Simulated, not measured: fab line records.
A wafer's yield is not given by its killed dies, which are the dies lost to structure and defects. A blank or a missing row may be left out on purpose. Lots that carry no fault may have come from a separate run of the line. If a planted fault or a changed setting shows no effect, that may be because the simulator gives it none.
A sampling plan put to the test	flow n5 finfet	one fab line, 41 faults that these records tell of, each judged on the records of the lots that it struck; 2 more are left out, because the records don't allow judging them
The line's own looks make up the plan; these are the steps of the route where a gauge or inspection reads the wafer and leaves it unchanged. Where struck wafers have a number at a look and the file lists that look's usual mean and standard deviation on fault-free wafers, the look can be judged. Caught: a look later than the fault's first step finds the struck wafers' mean 4 or more of those standard deviations (sigma) from the usual mean. On the tool: the identical test, applied to the tool's own readings at the steps of the fault. A different recipe on the struck wafers counts as caught too, as does a record blank only for those wafers.

THE FAULTS, as the simulator had put them in
1. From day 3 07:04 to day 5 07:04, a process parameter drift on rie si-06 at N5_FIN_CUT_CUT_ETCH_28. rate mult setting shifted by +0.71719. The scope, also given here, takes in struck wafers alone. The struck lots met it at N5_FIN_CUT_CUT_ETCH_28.
2. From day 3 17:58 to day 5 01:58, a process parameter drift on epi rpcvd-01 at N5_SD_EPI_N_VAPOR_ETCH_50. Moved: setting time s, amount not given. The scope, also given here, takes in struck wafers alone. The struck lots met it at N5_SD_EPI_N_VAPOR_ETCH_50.
3. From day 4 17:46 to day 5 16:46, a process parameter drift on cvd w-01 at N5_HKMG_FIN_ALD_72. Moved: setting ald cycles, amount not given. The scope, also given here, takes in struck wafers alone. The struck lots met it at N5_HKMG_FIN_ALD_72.
4. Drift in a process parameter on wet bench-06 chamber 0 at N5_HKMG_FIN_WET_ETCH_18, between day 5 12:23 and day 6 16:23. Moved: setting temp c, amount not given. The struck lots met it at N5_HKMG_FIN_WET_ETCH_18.
5. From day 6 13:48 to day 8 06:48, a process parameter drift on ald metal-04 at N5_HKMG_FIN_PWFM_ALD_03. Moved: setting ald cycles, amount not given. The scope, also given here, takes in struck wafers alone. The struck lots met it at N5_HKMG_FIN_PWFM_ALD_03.
6. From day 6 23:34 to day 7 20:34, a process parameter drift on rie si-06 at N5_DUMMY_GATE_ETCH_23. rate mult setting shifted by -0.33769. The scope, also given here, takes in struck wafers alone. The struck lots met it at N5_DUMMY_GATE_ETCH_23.
7. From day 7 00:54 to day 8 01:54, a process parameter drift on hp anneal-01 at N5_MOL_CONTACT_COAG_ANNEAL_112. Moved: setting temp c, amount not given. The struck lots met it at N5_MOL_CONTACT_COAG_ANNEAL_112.
8. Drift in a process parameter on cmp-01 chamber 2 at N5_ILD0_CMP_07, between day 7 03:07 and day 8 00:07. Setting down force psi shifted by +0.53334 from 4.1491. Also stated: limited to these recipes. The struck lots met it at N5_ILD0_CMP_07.
9. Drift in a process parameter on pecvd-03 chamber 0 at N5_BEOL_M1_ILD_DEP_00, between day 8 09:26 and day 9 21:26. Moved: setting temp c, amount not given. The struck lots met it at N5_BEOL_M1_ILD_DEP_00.
10. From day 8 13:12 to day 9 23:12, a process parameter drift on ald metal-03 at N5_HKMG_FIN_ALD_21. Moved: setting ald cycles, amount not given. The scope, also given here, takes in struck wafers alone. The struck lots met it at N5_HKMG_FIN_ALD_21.
11. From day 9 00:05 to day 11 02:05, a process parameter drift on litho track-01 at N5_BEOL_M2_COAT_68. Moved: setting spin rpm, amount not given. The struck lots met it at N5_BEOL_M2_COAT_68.
12. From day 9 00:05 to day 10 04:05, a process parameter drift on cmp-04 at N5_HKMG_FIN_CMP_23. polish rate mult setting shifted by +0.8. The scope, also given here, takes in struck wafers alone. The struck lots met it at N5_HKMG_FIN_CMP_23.
13. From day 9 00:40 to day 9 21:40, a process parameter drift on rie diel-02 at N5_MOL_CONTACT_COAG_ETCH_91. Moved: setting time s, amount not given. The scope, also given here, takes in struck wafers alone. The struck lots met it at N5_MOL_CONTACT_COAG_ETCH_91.
14. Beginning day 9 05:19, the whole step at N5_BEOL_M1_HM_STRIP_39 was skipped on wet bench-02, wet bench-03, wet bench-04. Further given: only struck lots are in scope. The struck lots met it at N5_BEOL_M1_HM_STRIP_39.
15. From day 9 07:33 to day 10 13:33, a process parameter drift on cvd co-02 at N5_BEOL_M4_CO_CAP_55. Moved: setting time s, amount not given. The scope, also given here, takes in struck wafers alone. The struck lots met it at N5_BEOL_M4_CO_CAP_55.
16. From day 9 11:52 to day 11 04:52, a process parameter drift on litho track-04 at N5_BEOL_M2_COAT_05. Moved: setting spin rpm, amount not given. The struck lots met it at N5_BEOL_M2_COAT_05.
17. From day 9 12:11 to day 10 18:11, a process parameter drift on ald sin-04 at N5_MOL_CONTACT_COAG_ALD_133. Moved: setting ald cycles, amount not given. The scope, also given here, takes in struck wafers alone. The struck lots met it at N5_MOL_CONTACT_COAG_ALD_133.
18. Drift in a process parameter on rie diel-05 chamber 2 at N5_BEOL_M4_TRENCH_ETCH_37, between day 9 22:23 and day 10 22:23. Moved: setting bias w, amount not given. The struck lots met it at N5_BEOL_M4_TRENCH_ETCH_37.
19. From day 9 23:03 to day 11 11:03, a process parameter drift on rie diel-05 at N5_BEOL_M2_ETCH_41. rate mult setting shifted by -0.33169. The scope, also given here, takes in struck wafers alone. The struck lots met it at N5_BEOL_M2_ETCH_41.
20. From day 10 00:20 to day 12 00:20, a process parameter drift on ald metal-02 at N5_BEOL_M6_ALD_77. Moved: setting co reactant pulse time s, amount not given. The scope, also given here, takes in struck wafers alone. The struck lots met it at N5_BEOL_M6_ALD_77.
21. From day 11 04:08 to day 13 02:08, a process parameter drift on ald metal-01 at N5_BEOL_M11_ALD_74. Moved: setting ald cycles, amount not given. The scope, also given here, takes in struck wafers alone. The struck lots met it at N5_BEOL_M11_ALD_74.
22. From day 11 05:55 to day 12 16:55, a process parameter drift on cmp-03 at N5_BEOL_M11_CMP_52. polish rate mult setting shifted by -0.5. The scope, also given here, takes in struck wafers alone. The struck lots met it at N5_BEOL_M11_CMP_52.
23. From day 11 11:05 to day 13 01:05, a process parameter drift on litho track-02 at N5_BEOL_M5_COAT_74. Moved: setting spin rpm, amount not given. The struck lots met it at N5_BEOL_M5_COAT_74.
24. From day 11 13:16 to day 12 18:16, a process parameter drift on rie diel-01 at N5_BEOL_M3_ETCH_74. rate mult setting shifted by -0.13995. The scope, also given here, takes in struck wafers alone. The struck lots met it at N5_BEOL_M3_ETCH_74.
25. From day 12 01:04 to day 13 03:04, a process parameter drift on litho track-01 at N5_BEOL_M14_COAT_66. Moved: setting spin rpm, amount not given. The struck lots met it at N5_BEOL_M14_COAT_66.
26. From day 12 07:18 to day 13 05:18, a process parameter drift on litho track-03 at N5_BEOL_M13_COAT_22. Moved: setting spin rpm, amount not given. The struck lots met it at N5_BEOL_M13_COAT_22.
27. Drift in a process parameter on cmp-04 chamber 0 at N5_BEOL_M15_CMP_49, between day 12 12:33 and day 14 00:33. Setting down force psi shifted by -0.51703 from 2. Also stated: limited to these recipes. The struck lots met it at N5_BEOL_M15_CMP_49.
28. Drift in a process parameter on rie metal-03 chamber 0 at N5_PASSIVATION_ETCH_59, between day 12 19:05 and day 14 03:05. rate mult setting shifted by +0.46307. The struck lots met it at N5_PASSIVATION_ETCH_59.
29. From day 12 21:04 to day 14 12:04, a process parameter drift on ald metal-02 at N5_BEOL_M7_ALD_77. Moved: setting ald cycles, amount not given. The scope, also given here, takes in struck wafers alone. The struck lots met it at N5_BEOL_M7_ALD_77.
30. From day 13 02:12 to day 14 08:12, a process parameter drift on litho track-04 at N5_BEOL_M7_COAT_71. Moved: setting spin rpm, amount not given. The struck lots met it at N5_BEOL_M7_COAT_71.
31. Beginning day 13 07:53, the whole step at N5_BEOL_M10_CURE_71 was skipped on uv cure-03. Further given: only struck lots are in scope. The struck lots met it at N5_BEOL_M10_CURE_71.
32. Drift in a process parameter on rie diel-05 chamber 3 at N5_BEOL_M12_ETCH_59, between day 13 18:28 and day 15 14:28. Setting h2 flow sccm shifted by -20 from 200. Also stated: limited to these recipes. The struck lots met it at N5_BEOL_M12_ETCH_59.
33. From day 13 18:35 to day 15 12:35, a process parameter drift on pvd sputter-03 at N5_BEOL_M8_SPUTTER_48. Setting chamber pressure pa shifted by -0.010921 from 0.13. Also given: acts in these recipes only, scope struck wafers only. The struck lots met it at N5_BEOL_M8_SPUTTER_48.
34. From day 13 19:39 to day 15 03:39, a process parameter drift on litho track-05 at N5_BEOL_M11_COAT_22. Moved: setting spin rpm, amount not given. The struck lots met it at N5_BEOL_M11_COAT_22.
35. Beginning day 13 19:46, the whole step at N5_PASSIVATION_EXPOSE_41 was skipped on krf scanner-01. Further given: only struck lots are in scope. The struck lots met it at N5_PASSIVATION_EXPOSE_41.
36. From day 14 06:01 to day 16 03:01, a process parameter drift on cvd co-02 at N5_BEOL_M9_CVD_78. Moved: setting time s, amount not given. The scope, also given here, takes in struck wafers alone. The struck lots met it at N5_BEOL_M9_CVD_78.
37. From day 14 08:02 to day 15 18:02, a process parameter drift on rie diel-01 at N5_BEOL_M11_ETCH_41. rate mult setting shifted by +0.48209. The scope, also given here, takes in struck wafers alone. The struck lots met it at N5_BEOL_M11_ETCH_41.
38. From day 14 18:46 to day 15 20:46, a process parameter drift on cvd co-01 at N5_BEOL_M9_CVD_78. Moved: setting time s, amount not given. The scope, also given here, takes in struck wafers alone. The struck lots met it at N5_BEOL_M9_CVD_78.
39. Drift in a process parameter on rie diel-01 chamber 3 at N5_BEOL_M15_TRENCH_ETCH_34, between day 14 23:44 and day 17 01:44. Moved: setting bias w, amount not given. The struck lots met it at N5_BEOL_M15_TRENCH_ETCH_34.
40. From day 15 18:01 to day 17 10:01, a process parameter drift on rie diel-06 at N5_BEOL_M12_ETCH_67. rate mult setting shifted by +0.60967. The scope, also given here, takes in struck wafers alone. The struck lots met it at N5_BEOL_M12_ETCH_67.
41. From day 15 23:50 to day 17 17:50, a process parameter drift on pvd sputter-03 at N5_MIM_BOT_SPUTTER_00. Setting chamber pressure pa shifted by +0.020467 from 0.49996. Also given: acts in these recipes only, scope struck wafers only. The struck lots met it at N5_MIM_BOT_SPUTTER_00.

WHAT THE PLAN SAW
fault	on the tool itself	first look that catches it	reading, sigma	median hours from its first step to that look	hours from the fault's start to the first struck lot there	judged looks passed uncaught
1	only faintly: oes product au +3.6 sigma	not the one look that can be judged after it	-	-	-	1
2	under 2 sigma	N5_BEOL_M4_RC_MEAS_101	REXT_N +11	112.6	115	0
3	under 2 sigma	not the one look that can be judged after it	-	-	-	1
4	under 2 sigma	not the one look that can be judged after it	-	-	-	1
5	under 2 sigma	not the one look that can be judged after it	-	-	-	1
6	oes product au -11 sigma	not the one look that can be judged after it	-	-	-	1
7	wafer_temp_C_max -29 sigma	not the one look that can be judged after it	-	-	-	1
8	head pressure psi +61 sigma	not the one look that can be judged after it	-	-	-	1
9	susceptor temp C -11 sigma	none of the 2 looks that can be judged after it	-	-	-	2
10	under 2 sigma	not the one look that can be judged after it	-	-	-	1
11	spin speed rpm +99 or beyond sigma	not the one look that can be judged after it	-	-	-	1
12	only faintly: time to endpoint s -2.7 sigma	none of the 2 looks that can be judged after it	-	-	-	2
13	run length s +86 sigma	not the one look that can be judged after it	-	-	-	1
14	no reading that can be judged	not the one look that can be judged after it	-	-	-	1
15	run length s -99 or beyond sigma	not the one look that can be judged after it	-	-	-	1
16	spin speed rpm -99 or beyond sigma	not the one look that can be judged after it	-	-	-	1
17	under 2 sigma	not the one look that can be judged after it	-	-	-	1
18	bias w +17 sigma	not the one look that can be judged after it	strongest: VT_P at N5_BEOL_M4_RC_MEAS_101, -2.1	-	-	1
19	only faintly: oes product au -2.5 sigma	not the one look that can be judged after it	-	-	-	1
20	under 2 sigma	no look after it can be judged	-	-	-	0
21	under 2 sigma	no look after it can be judged	-	-	-	0
22	overpolish run s -99 or beyond sigma	N5_BEOL_M11_THK_MEAS_53	M11_THK +31	0.3	5	0
23	spin speed rpm +99 or beyond sigma	none of the 2 looks that can be judged after it	-	-	-	2
24	etch rf on time s +9.3 sigma	not the one look that can be judged after it	-	-	-	1
25	spin speed rpm +69 sigma	none of the 2 looks that can be judged after it	-	-	-	2
26	spin speed rpm +99 or beyond sigma	no look after it can be judged	-	-	-	0
27	head pressure psi -99 or beyond sigma	not the one look that can be judged after it	-	-	-	1
28	oes product au +4.5 sigma	no look after it can be judged	-	-	-	0
29	under 2 sigma	no look after it can be judged	-	-	-	0
30	spin speed rpm -63 sigma	no look after it can be judged	-	-	-	0
31	the tool's record is blank for the struck wafers	N5_BEOL_M10_THK_MEAS_01	M10_ILD_THK +13	0.5	9	0
32	h2 flow sccm -35 sigma	not the one look that can be judged after it	strongest: M12_OVL at N5_BEOL_M12_OVL_MEAS_29, +2.5	-	-	1
33	chamber pressure pa -44 sigma	no look after it can be judged	-	-	-	0
34	spin speed rpm -99 or beyond sigma	no look after it can be judged	-	-	-	0
35	no reading that can be judged	no look after it can be judged	-	-	-	0
36	run length s -99 or beyond sigma	no look after it can be judged	-	-	-	0
37	only faintly: oes product au +3.2 sigma	no look after it can be judged	-	-	-	0
38	run length s +99 or beyond sigma	no look after it can be judged	-	-	-	0
39	bias w +62 sigma	no look after it can be judged	-	-	-	0
40	etch rf on time s -13 sigma	no look after it can be judged	-	-	-	0
41	chamber pressure pa +17 sigma	no look after it can be judged	-	-	-	0
A dash: this means the fault isn't caught or the number doesn't appear in these records.

Caught at a look: 3 of 41. Caught on the tool: 26 of 41. By one or the other: 27 of 41.
Faults caught by the tool alone: 6, 7, 8, 9, 11, 13, 15, 16, 18, 23, 24, 25, 26, 27, 28, 30, 32, 33, 34, 36, 38, 39, 40, 41.
Caught at a look alone: fault 2.
Caught by neither: faults 1, 3, 4, 5, 10, 12, 14, 17, 19, 20, 21, 29, 35, 37.

THINNER SAMPLING
If the look that catches a fault measured only every second or every third lot, by lot number, the first struck lot would be measured this late in the worst case:
fault	struck lots at that look, in order of time	every lot	every second lot	every third lot
2	L114, L119, L118	115 h	144 h	145 h
22	L808, L812	5 h	may miss all 2	may miss all 2
31	L720, L722, L721	9 h	15 h	15 h
Hours are from the fault's start to the first struck lot that is measured. Since the struck wafers were tested as one group against 4 sigma, a single lot by itself may lie under the limit. Other struck lots may not be in these records.

THE LONGEST TIMED WAY FROM STEP TO LOOK
Fault 2: the median time between N5_SD_EPI_N_VAPOR_ETCH_50 and N5_BEOL_M4_RC_MEAS_101 is 112.6 hours. No look between them can be judged.
